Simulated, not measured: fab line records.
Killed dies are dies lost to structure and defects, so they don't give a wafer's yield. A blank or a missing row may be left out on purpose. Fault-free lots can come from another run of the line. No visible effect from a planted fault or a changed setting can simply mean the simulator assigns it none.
fab line records	flow nand-harc
[record] lots = 6	wafers = 17	last-day = 24
route steps=1159 shown A_ZERO_WELL@412 A_SOURCE_PLATE@413 A_ONON_D1@424 END@1159
lots untouched by any fault: they come from a run of this same line in which no faults occurred
start-h: start of the lot's first displayed wafer, in hours after the record's first day	wait-h: how many hours have passed since the lot's step before this one	" identical to the entry in the row above	L1.1+2: a single row standing in for several wafers	- no value, or no start given	* or withheld: withheld	< > ~ a bound
route shown NAME@n: a module of which the file shows steps, and the number in the route of the first	usual: average and standard deviation across the fault-free wafers	same: alike in all rows	chamber/n: place in a boat	sites: readings site by site	_std_site: standard deviation of those values	_edge_site: inner sites' mean taken away from outer sites' mean	radius-mm: how far each site lies from the wafer's centre	mask NAME#n: copy n	behind: tool/chamber where the wafer was last shaped	hold: why the lot went on hold/how many hours it stayed there/how the hold came to an end	device: transistor that didn't switch, given as n, p or np	end of line: at the end of the route, the tests of the same wafers	where a step has no rows: the recipe by itself	killed: at the first sort, the dies lost to defects and structure; wafer yield is something else	map: a wafer's dies, x killed, . not, _ none there
set.NAME: setting as actually run; set.NAME@STEP: the setting as run at that earlier step	model.NAME: the simulator's own value behind a step, which no gauge read
a table for each step, a row for each wafer; lots at some steps of the route
services: the hour from which a tool's chamber was out of use, counted from the record's first day as start-h (under 0 if before that day), plus the number of hours and why
[[steps]]
[step NHARC_A_ZERO_WELL_INSPECT_17]
[usual] raw-defect-count = 10/5.5
lot.wafer	tool	chamber	start-h	wait-h	raw-defect-count
L838.2	defect-inspect-01	-	145.32	0.1	3
L838.3	"	-	"	"	5
L838.4	"	-	"	"	4
L845.2	defect-inspect-02	-	180.49	0.1	10
L845.3	"	-	"	"	5
L845.5	"	-	"	"	16
L848.2	defect-inspect-01	-	210.77	0.1	11
L848.3	"	-	"	"	6
L848.4	"	-	"	"	14
L850.1	defect-inspect-01	-	211.71	0.2	8
L850.2	"	-	"	"	5
L850.4	"	-	"	"	11
L854.1	defect-inspect-01	-	242.69	0.2	14
L854.4	"	-	"	"	13
L859.1	defect-inspect-02	-	259.05	0.2	15
L859.3	"	-	"	"	13
L859.5	"	-	"	"	11
[step NHARC_A_SOURCE_PLATE_PRECLEAN_00]
[recipe] time-s = 60	chemistry = HF-LAST
[step NHARC_A_SOURCE_PLATE_SRD_01]
[step NHARC_A_SOURCE_PLATE_OXIDE_02]
[recipe] target-thk-a = 100	temp-c = 900	ox-time-s = 1362	material = SiO2
[step NHARC_A_SOURCE_PLATE_THK_MEAS_09]
[recipe] thk-meas-gauge = ellipsometry
[usual] thk-nm = 9.8/1.1
lot.wafer	tool	chamber	start-h	wait-h	thk-nm
L838.2	film-metro-02	-	152.68	0.4	8.8
L838.3	"	-	"	"	9.2
L838.4	"	-	"	"	9.4
L845.2	film-metro-02	-	187.93	0.4	9.1
L845.3	"	-	"	"	8.9
L845.5	"	-	"	"	9.8
L848.2	film-metro-01	-	218.74	0.4	10.2
L848.3	"	-	"	"	11.2
L848.4	"	-	"	"	9.0
L850.1	film-metro-01	-	218.75	0.4	8.2
L850.2	"	-	"	"	10.9
L850.4	"	-	"	"	10.8
L854.1	film-metro-01	-	250.05	0.4	10.3
L854.4	"	-	"	"	8.8
L859.1	film-metro-01	-	264.84	0.4	12.4
L859.3	"	-	"	"	9.6
L859.5	"	-	"	"	9.7
[step NHARC_A_SOURCE_PLATE_PVD_04]
[recipe] target-thk-a = 500	material = WSi2
[step NHARC_A_SOURCE_PLATE_CVD_03]
[recipe] target-thk-a = 2000	temp-c = 620	pressure-mtorr = 200	time-s = 4000	material = poly-Si
[step NHARC_A_SOURCE_PLATE_ANNEAL_05]
[recipe] temp-c = 850	time-s = 1800
[step NHARC_A_SOURCE_PLATE_THK_MEAS_06]
[recipe] thk-meas-gauge = ellipsometry
[usual] thk-nm = 200.5/2.3
lot.wafer	tool	chamber	start-h	wait-h	thk-nm
L838.2	film-metro-02	-	165.70	0.4	199.9
L838.3	"	-	"	"	199.0
L838.4	"	-	"	"	199.3
L845.2	film-metro-02	-	202.50	0.4	202.6
L845.3	"	-	"	"	201.6
L845.5	"	-	"	"	203.8
L848.2	film-metro-01	-	231.97	0.4	195.9
L848.3	"	-	"	"	197.5
L848.4	"	-	"	"	195.7
L850.1	film-metro-01	-	231.97	0.4	197.9
L850.2	"	-	"	"	197.9
L850.4	"	-	"	"	199.8
L854.1	film-metro-01	-	263.62	0.4	199.4
L854.4	"	-	"	"	199.1
L859.1	film-metro-02	-	278.44	0.4	203.0
L859.3	"	-	"	"	200.1
L859.5	"	-	"	"	200.8
[step NHARC_A_SOURCE_PLATE_INSPECT_08]
[usual] raw-defect-count = 58/26
lot.wafer	tool	chamber	start-h	wait-h	raw-defect-count
L838.2	defect-inspect-02	-	165.80	0.0	48
L838.3	"	-	"	"	55
L838.4	"	-	"	"	48
L845.2	defect-inspect-01	-	202.57	0.0	36
L845.3	"	-	"	"	29
L845.5	"	-	"	"	61
L848.2	defect-inspect-01	-	232.05	0.0	94
L848.3	"	-	"	"	78
L848.4	"	-	"	"	83
L850.1	defect-inspect-02	-	232.06	0.0	97
L850.2	"	-	"	"	106
L850.4	"	-	"	"	53
L854.1	defect-inspect-01	-	263.69	0.0	49
L854.4	"	-	"	"	43
L859.1	defect-inspect-02	-	278.51	0.0	40
L859.3	"	-	"	"	54
L859.5	"	-	"	"	55
[step NHARC_A_ONON_D1_DEP_00]
[recipe] target-thk-a = 10000	n2-flow-sccm = 2750	n2o-flow-sccm = 2000	nh3-flow-sccm = 500	sih4-flow-sccm = 210	temp-c = 400
lot.wafer	tool	chamber	start-h	wait-h
L838.2+3+4	pecvd-onon-01	0	165.93	0.1
L845.2+3+5	pecvd-onon-04	0	202.69	0.1
L850.1+2+4	pecvd-onon-01	0	232.12	0.1
L848.2+3+4	pecvd-onon-04	0	232.18	0.1
L854.1+4	pecvd-onon-01	0	263.75	0.1
L859.1+3+5	pecvd-onon-01	0	278.57	0.1
[step NHARC_A_ONON_D1_THK_MEAS_02]
[recipe] thk-meas-gauge = ellipsometry
[usual] thk-nm = 1001/6.1
lot.wafer	tool	chamber	start-h	wait-h	thk-nm
L838.2	film-metro-02	-	166.40	-	996
L838.3	"	-	"	"	997
L838.4	"	-	"	"	996
L845.2	film-metro-02	-	203.14	-	1005
L845.3	"	-	"	"	1003
L845.5	"	-	"	"	1004
L848.2	film-metro-02	-	232.63	-	990
L848.3	"	-	"	"	989
L848.4	"	-	"	"	990
L850.1	film-metro-01	-	232.63	-	1005
L850.2	"	-	"	"	1008
L850.4	"	-	"	"	1008
L854.1	film-metro-01	-	264.26	-	1428
L854.4	"	-	"	"	996
L859.1	film-metro-01	-	279.08	-	1428
L859.3	"	-	"	"	995
L859.5	"	-	"	"	1427
[step NHARC_A_ONON_D1_DEP_03]
[recipe] target-thk-a = 10000	n2-flow-sccm = 2750	n2o-flow-sccm = 2000	nh3-flow-sccm = 500	sih4-flow-sccm = 210	temp-c = 400
[step NHARC_END_SORT_01]
[recipe] temp-c = 25
[usual] killed-at-array = 27/8	killed-at-other = 0.8/1.2	killed-at-periphery = 3.3/2.3	killed-dies = 31/8.8	killed-open = 3.2/2.1	killed-short = 2.1/1.4
[same] gross-dies = 677
lot.wafer	tool	chamber	start-h	wait-h	killed-at-array	killed-at-other	killed-at-periphery	killed-dies	killed-open	killed-short
L838.2	prober-02	0	462.35	2.8	34	1	1	36	6	0
L838.3	prober-02	0	463.15	3.1	31	0	2	33	3	1
L838.4	prober-02	0	463.95	3.4	32	1	2	35	3	0
L845.2	prober-02	0	502.61	2.8	25	1	5	31	2	3
L845.3	prober-02	0	503.41	3.1	27	1	5	33	4	3
L845.5	prober-02	0	505.02	3.7	36	0	3	39	1	0
L850.1	prober-02	0	509.59	2.5	22	0	5	27	4	0
L850.2	prober-02	0	510.39	2.8	23	1	3	27	1	3
L850.4	prober-02	0	511.98	3.4	28	1	1	30	2	1
L848.2	prober-01	0	530.58	2.8	32	1	3	36	2	2
L848.3	prober-01	0	531.39	3.1	41	0	3	44	7	2
L848.4	prober-01	0	532.19	3.4	42	5	2	49	4	3
L854.1	prober-01	0	557.83	2.5	675	1	1	677	4	1
L854.4	prober-01	0	560.25	3.4	36	1	3	40	5	3
L859.1	prober-02	0	569.31	2.5	673	2	2	677	4	2
L859.3	prober-02	0	570.91	3.1	23	0	2	25	1	2
L859.5	prober-02	0	572.51	3.7	671	0	6	677	4	2
// killed by level:class
L838.2 A_STAIRCASE:chamber-film-flake=7 A_SLIT:chamber-film-flake=7 A_CONTACT:chamber-film-flake=7 A_CHANNEL_FILL_D1:chamber-film-flake=5 A_CONTACT:geometric-particle:open=3 A_CHANNEL_HOLE_D1:chamber-film-flake=2 P_CONTACT:geometric-particle:open=1 A_M0:geometric-particle:open=1
L838.3 A_SGD_CUT:chamber-film-flake=7 A_CONTACT:chamber-film-flake=6 A_CHANNEL_HOLE_D1:chamber-film-flake=5 A_STAIRCASE:chamber-film-flake=4 A_SLIT:chamber-film-flake=3 A_M0:geometric-particle:open=2 A_CHANNEL_FILL_D1:chamber-film-flake=2 A_WL_FILL:geometric-particle:short=1
L838.4 A_SLIT:chamber-film-flake=9 A_CONTACT:chamber-film-flake=8 A_STAIRCASE:chamber-film-flake=6 A_CHANNEL_FILL_D1:geometric-particle:open=3 P_ZERO_WELL:chamber-film-flake=2 A_CHANNEL_HOLE_D1:chamber-film-flake=2 A_WL_FILL:chamber-film-flake=2 A_CHANNEL_FILL_D1:chamber-film-flake=1
L845.2 A_CHANNEL_HOLE_D1:chamber-film-flake=13 A_SLIT:chamber-film-flake=8 P_M0:chamber-film-flake=3 A_M0:geometric-particle:open=2 P_BONDPAD:chamber-film-flake=2 A_ONON_D1:geometric-particle:short=1 A_CONTACT:geometric-particle:short=1 STARTING-WAFER:geometric-particle:short=1
L845.3 A_SLIT:chamber-film-flake=11 A_CHANNEL_HOLE_D1:chamber-film-flake=6 A_CONTACT:chamber-film-flake=4 P_BONDPAD:chamber-film-flake=3 A_ONON_D1:geometric-particle:short=2 A_STAIRCASE:chamber-film-flake=2 P_CONTACT:geometric-particle:short=1 P_M0:geometric-particle:open=1
L845.5 A_CHANNEL_HOLE_D1:chamber-film-flake=18 A_SLIT:chamber-film-flake=15 P_BONDPAD:chamber-film-flake=2 A_CONTACT:chamber-film-flake=2 A_WL_FILL:geometric-particle:open=1 P_M0:chamber-film-flake=1
L850.1 A_CHANNEL_HOLE_D1:chamber-film-flake=15 P_GATE:chamber-film-flake=3 A_CONTACT:chamber-film-flake=3 A_STAIRCASE:chamber-film-flake=2 P_STI:geometric-particle:open=1 P_M1:geometric-particle:open=1 A_CHANNEL_FILL_D1:geometric-particle:open=1 A_CONTACT:geometric-particle:open=1
L850.2 A_CHANNEL_HOLE_D1:chamber-film-flake=12 A_CONTACT:chamber-film-flake=8 P_GATE:chamber-film-flake=3 A_ONON_D1:geometric-particle:open=1 A_WL_FILL:geometric-particle:short=1 A_M0:geometric-particle:short=1 STARTING-WAFER:geometric-particle:short=1
L850.4 A_CHANNEL_HOLE_D1:chamber-film-flake=18 A_CONTACT:chamber-film-flake=8 P_STI:geometric-particle:short=1 A_WL_FILL:geometric-particle:open=1 A_M0:geometric-particle:open=1 THIN_TSV:chamber-film-flake=1
L848.2 A_CHANNEL_HOLE_D1:chamber-film-flake=11 A_SLIT:chamber-film-flake=10 A_STAIRCASE:chamber-film-flake=3 A_CONTACT:chamber-film-flake=3 A_M0:chamber-film-flake=2 P_GATE:geometric-particle:open=1 P_M0:geometric-particle:short=1 A_ONON_D1:geometric-particle:open=1
L848.3 A_CHANNEL_HOLE_D1:chamber-film-flake=17 A_SLIT:chamber-film-flake=11 A_CONTACT:chamber-film-flake=6 A_CHANNEL_FILL_D1:geometric-particle:open=3 A_ONON_D1:geometric-particle:short=2 P_STI:geometric-particle:open=1 P_M0:geometric-particle:open=1 A_SGD_CUT:geometric-particle:open=1
L848.4 A_CHANNEL_HOLE_D1:chamber-film-flake=18 A_SLIT:chamber-film-flake=10 A_CONTACT:chamber-film-flake=5 THIN_TSV:chamber-film-flake=5 A_M0:geometric-particle:open=2 P_CONTACT:geometric-particle:short=1 A_ONON_D1:geometric-particle:short=1 A_CHANNEL_FILL_D1:geometric-particle:short=1
L854.1 A_ONON_D1:area-dep=647 A_CHANNEL_HOLE_D1:chamber-film-flake=12 A_M0:chamber-film-flake=5 A_STAIRCASE:chamber-film-flake=4 A_WL_FILL:chamber-film-flake=2 P_M0:geometric-particle:open=1 A_ONON_D1:geometric-particle:open=1 A_SGD_CUT:geometric-particle:short=1
L854.4 A_CHANNEL_HOLE_D1:chamber-film-flake=14 A_STAIRCASE:chamber-film-flake=5 A_M0:chamber-film-flake=4 A_ZERO_WELL:chamber-film-flake=3 A_WL_FILL:chamber-film-flake=3 P_M0:geometric-particle:open=2 A_WL_FILL:geometric-particle:open=2 P_M0:geometric-particle:short=1
L859.1 A_ONON_D1:area-dep=645 A_CONTACT:chamber-film-flake=11 A_CHANNEL_HOLE_D1:chamber-film-flake=9 P_M0:geometric-particle:open=1 A_ONON_D1:geometric-particle:short=1 A_CHANNEL_FILL_D1:geometric-particle:open=1 A_CONTACT:geometric-particle:short=1 A_CONTACT:geometric-particle:open=1
L859.3 A_CHANNEL_HOLE_D1:chamber-film-flake=12 A_CONTACT:chamber-film-flake=3 A_CHANNEL_FILL_D1:chamber-film-flake=2 A_SLIT:chamber-film-flake=2 A_ONON_D1:geometric-particle:open=1 A_WL_FILL:geometric-particle:short=1 A_CONTACT:geometric-particle:short=1 P_GATE:chamber-film-flake=1
L859.5 A_ONON_D1:area-dep=651 A_CONTACT:chamber-film-flake=8 A_CHANNEL_HOLE_D1:chamber-film-flake=8 P_GATE:geometric-particle:open=2 P_M0:geometric-particle:short=1 P_M0:geometric-particle:open=1 A_CONTACT:geometric-particle:open=1 A_M0:geometric-particle:short=1
// map L854.1 (x killed, . not)
____________x____________
_________xxxxxxx_________
_______xxxxxxxxxxx_______
______xxxxxxxxxxxxx______
_____xxxxxxxxxxxxxxx_____
____xxxxxxxxxxxxxxxxx____
____xxxxxxxxxxxxxxxxx____
___xxxxxxxxxxxxxxxxxxx___
___xxxxxxxxxxxxxxxxxxx___
__xxxxxxxxxxxxxxxxxxxxx__
__xxxxxxxxxxxxxxxxxxxxx__
_xxxxxxxxxxxxxxxxxxxxxxx_
_xxxxxxxxxxxxxxxxxxxxxxx_
_xxxxxxxxxxxxxxxxxxxxxxx_
_xxxxxxxxxxxxxxxxxxxxxxx_
_xxxxxxxxxxxxxxxxxxxxxxx_
xxxxxxxxxxxxxxxxxxxxxxxxx
xxxxxxxxxxxxxxxxxxxxxxxxx
xxxxxxxxxxxxxxxxxxxxxxxxx
xxxxxxxxxxxxxxxxxxxxxxxxx
xxxxxxxxxxxxxxxxxxxxxxxxx
_xxxxxxxxxxxxxxxxxxxxxxx_
_xxxxxxxxxxxxxxxxxxxxxxx_
_xxxxxxxxxxxxxxxxxxxxxxx_
_xxxxxxxxxxxxxxxxxxxxxxx_
_xxxxxxxxxxxxxxxxxxxxxxx_
__xxxxxxxxxxxxxxxxxxxxx__
__xxxxxxxxxxxxxxxxxxxxx__
___xxxxxxxxxxxxxxxxxxx___
___xxxxxxxxxxxxxxxxxxx___
____xxxxxxxxxxxxxxxxx____
____xxxxxxxxxxxxxxxxx____
_____xxxxxxxxxxxxxxx_____
______xxxxxxxxxxxxx______
_______xxxxxxxxxxx_______
_________xxxxxxx_________
____________x____________
// map L859.1 (x killed, . not)
____________x____________
_________xxxxxxx_________
_______xxxxxxxxxxx_______
______xxxxxxxxxxxxx______
_____xxxxxxxxxxxxxxx_____
____xxxxxxxxxxxxxxxxx____
____xxxxxxxxxxxxxxxxx____
___xxxxxxxxxxxxxxxxxxx___
___xxxxxxxxxxxxxxxxxxx___
__xxxxxxxxxxxxxxxxxxxxx__
__xxxxxxxxxxxxxxxxxxxxx__
_xxxxxxxxxxxxxxxxxxxxxxx_
_xxxxxxxxxxxxxxxxxxxxxxx_
_xxxxxxxxxxxxxxxxxxxxxxx_
_xxxxxxxxxxxxxxxxxxxxxxx_
_xxxxxxxxxxxxxxxxxxxxxxx_
xxxxxxxxxxxxxxxxxxxxxxxxx
xxxxxxxxxxxxxxxxxxxxxxxxx
xxxxxxxxxxxxxxxxxxxxxxxxx
xxxxxxxxxxxxxxxxxxxxxxxxx
xxxxxxxxxxxxxxxxxxxxxxxxx
_xxxxxxxxxxxxxxxxxxxxxxx_
_xxxxxxxxxxxxxxxxxxxxxxx_
_xxxxxxxxxxxxxxxxxxxxxxx_
_xxxxxxxxxxxxxxxxxxxxxxx_
_xxxxxxxxxxxxxxxxxxxxxxx_
__xxxxxxxxxxxxxxxxxxxxx__
__xxxxxxxxxxxxxxxxxxxxx__
___xxxxxxxxxxxxxxxxxxx___
___xxxxxxxxxxxxxxxxxxx___
____xxxxxxxxxxxxxxxxx____
____xxxxxxxxxxxxxxxxx____
_____xxxxxxxxxxxxxxx_____
______xxxxxxxxxxxxx______
_______xxxxxxxxxxx_______
_________xxxxxxx_________
____________x____________
[[services]]
tool	chamber	start-h	hours	kind
pecvd-onon-01	-	195.00	13.0	pm
pecvd-onon-04	-	237.00	13.0	pm
[[key]]
[first-sign] step = NHARC_A_ONON_D1_THK_MEAS_02	reading = thk-nm	direction = up	sigmas = 70	usual = 1001	struck = 1428
[effect] step = NHARC_END_SORT_01	reading = killed-at-array	direction = up	sigmas = 81	usual = 27	struck = 673
[more-kills-born-at] NHARC_A_ONON_D1_DEP_00@pecvd-onon-01 = 1943
met-at NHARC_A_ONON_D1_DEP_00
struck-wafers L854.1,L859.1,L859.5
later-rows-left-out L854.1,L859.1,L859.5
tester-left-out L854,L859
onset-between 232.12 263.75
[fault] kind = process-parameter-drift	tool = pecvd-onon-01	chamber = -	onset-h = 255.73	steps = NHARC_A_ONON_D1_DEP_00	channel = target-thk-a	offset = *	shape = step	end-h = 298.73	scope = struck-wafers-only	acts-in = *	stated = *
// tester-left-out: of these lots the tester's yield and bins aren't shown, on N5 and GAA mostly nor the transistor test; their killed dies are dies lost to structure and defects alone, not to doping, threshold or leakage, so they don't give the yield
// later-rows-left-out: the simulator's readings of these wafers behind a module that went badly wrong aren't trusted and aren't shown, but for the sort
